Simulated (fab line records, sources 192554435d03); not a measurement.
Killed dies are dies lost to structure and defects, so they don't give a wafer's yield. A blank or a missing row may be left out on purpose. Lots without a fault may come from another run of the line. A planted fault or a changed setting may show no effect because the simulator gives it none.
Which tool did it? | flow n5_finfet | 24 lots, 72 wafers sampled, at 3 steps of a route of 1938

WHAT THE GAUGES READ, wafer by wafer
N5_BEOL_M15_CD_MEAS_10: target cd 360 nm. Usual: cd_nm 360.5 nm, standard deviation 1.7.
lot  | measured     | on        | cd_nm (nm)        | flag
L075 | day 10 23:25 | cd_sem-01 | 361.6 362.5 359.7 |
L074 | day 10 23:48 | cd_sem-02 | 359.7 359.3 358.3 |
L076 | day 11 15:34 | cd_sem-03 | 359.1 360.1 358.8 |
L077 | day 11 22:44 | cd_sem-03 | 361.7 362.2 359.2 |
L078 | day 12 08:09 | cd_sem-02 | 361.3 361.1 359.0 |
L079 | day 12 14:19 | cd_sem-03 | 360.8 362.6 359.8 |
L080 | day 12 17:52 | cd_sem-01 | 360.4 360.2 362.5 |
L082 | day 12 20:47 | cd_sem-02 | 362.1 360.5 363.0 |
L081 | day 12 23:22 | cd_sem-03 | 359.9 359.4 358.2 |
L083 | day 13 09:16 | cd_sem-03 | 355.4 359.0 359.8 |
L084 | day 13 16:15 | cd_sem-01 | 362.6 359.4 360.9 |
L086 | day 13 23:44 | cd_sem-01 | 357.8 359.8 359.6 |
L085 | day 14 03:09 | cd_sem-02 | 363.1 361.9 362.5 |
L087 | day 14 12:17 | cd_sem-03 | 360.8 361.2 364.0 |
L088 | day 14 20:29 | cd_sem-01 | 363.5 361.2 361.2 |
L090 | day 14 23:49 | cd_sem-01 | 358.6 361.1 357.0 |
L089 | day 15 01:12 | cd_sem-02 | 357.9 361.2 361.4 |
L092 | day 15 16:08 | cd_sem-01 | 362.0 363.4 358.9 |
L091 | day 15 17:29 | cd_sem-02 | 359.3 359.3 358.5 |
L093 | day 15 20:10 | cd_sem-02 | 359.1 362.0 359.8 |
L094 | day 16 08:02 | cd_sem-01 | 362.0 360.6 358.8 |
L095 | day 16 08:29 | cd_sem-02 | 360.4 361.5 360.6 |
L096 | day 16 13:18 | cd_sem-01 | 361.5 359.4 358.9 |
L097 | day 17 00:28 | cd_sem-02 | 359.0 358.4 360.4 |

WHICH TOOL RAN EACH LOT (tool, then ch and the chambers of the sampled wafers, then the start)
lot  | N5_BEOL_M14_DEGAS_41         | N5_BEOL_M14_DEP_53
L075 | pvd_sputter-03, day 10 21:01 | pecvd-03 ch 0,1, day 10 22:35
L074 | pvd_sputter-02, day 10 21:20 | pecvd-03 ch 0,2, day 10 22:58
L076 | pvd_sputter-03, day 11 13:33 | pecvd-03 ch 0,1, day 11 14:45
L077 | pvd_sputter-01, day 11 20:44 | pecvd-03 ch 0,1, day 11 21:56
L078 | pvd_sputter-02, day 12 06:09 | pecvd-01 ch 0,1,2, day 12 07:21
L079 | pvd_sputter-03, day 12 12:18 | pecvd-03 ch 0,1,2, day 12 13:31
L080 | pvd_sputter-03, day 12 15:40 | pecvd-03 ch 0,1, day 12 17:04
L082 | pvd_sputter-03, day 12 18:55 | pecvd-03 ch 0,1,2, day 12 20:07
L081 | pvd_sputter-03, day 12 21:28 | pecvd-02 ch 1,2, day 12 22:41
L083 | pvd_sputter-03, day 13 07:23 | pecvd-01 ch 0,1, day 13 08:35
L084 | pvd_sputter-03, day 13 14:14 | pecvd-03 ch 0,1, day 13 15:26
L086 | pvd_sputter-01, day 13 18:19 | pecvd-02 ch 0,1,2, day 13 19:32
L085 | pvd_sputter-01, day 14 00:50 | pecvd-02 ch 0,2, day 14 02:28
L087 | pvd_sputter-01, day 14 09:50 | pecvd-02 ch 0,1, day 14 11:28
L088 | pvd_sputter-01, day 14 18:36 | pecvd-01 ch 0,2, day 14 19:48
L090 | pvd_sputter-02, day 14 21:47 | pecvd-01 ch 1,2, day 14 23:01
L089 | pvd_sputter-01, day 14 22:48 | pecvd-02 ch 0,2, day 15 00:31
L092 | pvd_sputter-03, day 15 14:08 | pecvd-02 ch 0,1, day 15 15:20
L091 | pvd_sputter-02, day 15 15:36 | pecvd-02 ch 1,2, day 15 16:48
L093 | pvd_sputter-02, day 15 18:10 | pecvd-02 ch 1,2, day 15 19:22
L094 | pvd_sputter-02, day 16 06:00 | pecvd-03 ch 0,1,2, day 16 07:22
L095 | pvd_sputter-01, day 16 06:21 | pecvd-01 ch 0,2, day 16 07:49
L096 | pvd_sputter-03, day 16 11:08 | pecvd-03 ch 0,1,2, day 16 12:29
L097 | pvd_sputter-03, day 16 22:26 | pecvd-02 ch 1, day 16 23:38
- N5_BEOL_M14_DEGAS_41: time 60 s.
- N5_BEOL_M14_DEP_53: deposits SiCN from 3MS/NH3, target thk 50 nm, time 17.8 s.

WHAT THE TOOLS THEMSELVES READ (means of the sampled wafers that have a number; where no wafer has one, the mark that the record gives instead)
N5_BEOL_M14_DEGAS_41. Usual: heater_power_w 449 W, standard deviation 33.
lot  | tool           | heater_power_w (W) | flag
L075 | pvd_sputter-03 | 474                |
L074 | pvd_sputter-02 | 431                |
L076 | pvd_sputter-03 | 474                |
L077 | pvd_sputter-01 | 448                |
L078 | pvd_sputter-02 | 448                |
L079 | pvd_sputter-03 | 470                |
L080 | pvd_sputter-03 | 453                |
L082 | pvd_sputter-03 | 448                |
L081 | pvd_sputter-03 | 422                |
L083 | pvd_sputter-03 | 479                |
L084 | pvd_sputter-03 | 473                |
L086 | pvd_sputter-01 | 442                |
L085 | pvd_sputter-01 | 454                |
L087 | pvd_sputter-01 | 458                |
L088 | pvd_sputter-01 | 449                |
L090 | pvd_sputter-02 | 451                |
L089 | pvd_sputter-01 | 441                |
L092 | pvd_sputter-03 | 456                |
L091 | pvd_sputter-02 | 430                |
L093 | pvd_sputter-02 | 432                |
L094 | pvd_sputter-02 | 422                |
L095 | pvd_sputter-01 | 449                |
L096 | pvd_sputter-03 | 454                |
L097 | pvd_sputter-03 | 453                |

N5_BEOL_M14_DEP_53. Usual: showerhead_plenum_p_Torr 4.149 Torr, standard deviation 0.011; throttle_valve_pct 17.7 %, standard deviation 1.2.
lot  | tool     | showerhead_plenum_p_Torr (Torr) | throttle_valve_pct (%) | flag
L075 | pecvd-03 | 4.144                           | 16.9                   |
L074 | pecvd-03 | 4.153                           | 17.9                   |
L076 | pecvd-03 | 4.144                           | 17.0                   |
L077 | pecvd-03 | 4.145                           | 17.4                   |
L078 | pecvd-01 | 4.147                           | 17.4                   |
L079 | pecvd-03 | 4.153                           | 17.6                   |
L080 | pecvd-03 | 4.147                           | 16.9                   |
L082 | pecvd-03 | 4.156                           | 17.5                   |
L081 | pecvd-02 | 4.147                           | 17.3                   |
L083 | pecvd-01 | 4.134                           | 18.0                   |
L084 | pecvd-03 | 4.151                           | 17.4                   |
L086 | pecvd-02 | 4.148                           | 17.7                   |
L085 | pecvd-02 | 4.137                           | 17.5                   |
L087 | pecvd-02 | 4.151                           | 18.5                   |
L088 | pecvd-01 | 4.149                           | 16.6                   |
L090 | pecvd-01 | 4.151                           | 19.0                   |
L089 | pecvd-02 | 4.145                           | 17.6                   |
L092 | pecvd-02 | 4.154                           | 18.5                   |
L091 | pecvd-02 | 4.148                           | 17.4                   |
L093 | pecvd-02 | 4.150                           | 18.2                   |
L094 | pecvd-03 | 4.143                           | 17.6                   |
L095 | pecvd-01 | 4.162                           | 16.2                   |
L096 | pecvd-03 | 4.153                           | 17.7                   |
L097 | pecvd-02 | 4.158                           | 18.9                   |

THE ANSWER, worked out from the rows above alone
Rule: a lot is off if the mean of its wafers that have a number lies more than 3 standard deviations from the usual mean. A lot without any number at a reading at which 4 lots or more have one is off too. The other lots that the step has rows for count as sound. The gauges are gone through in route order, then the tools' own readings, and for those a lot's mean is taken as printed above. The first step at which some lot is off is used, and at that step the reading that is off furthest; a lot without a number counts as furthest.
No lot is off at any reading shown: from this, nothing can be told.

WHAT THE SIMULATOR HAD PUT IN
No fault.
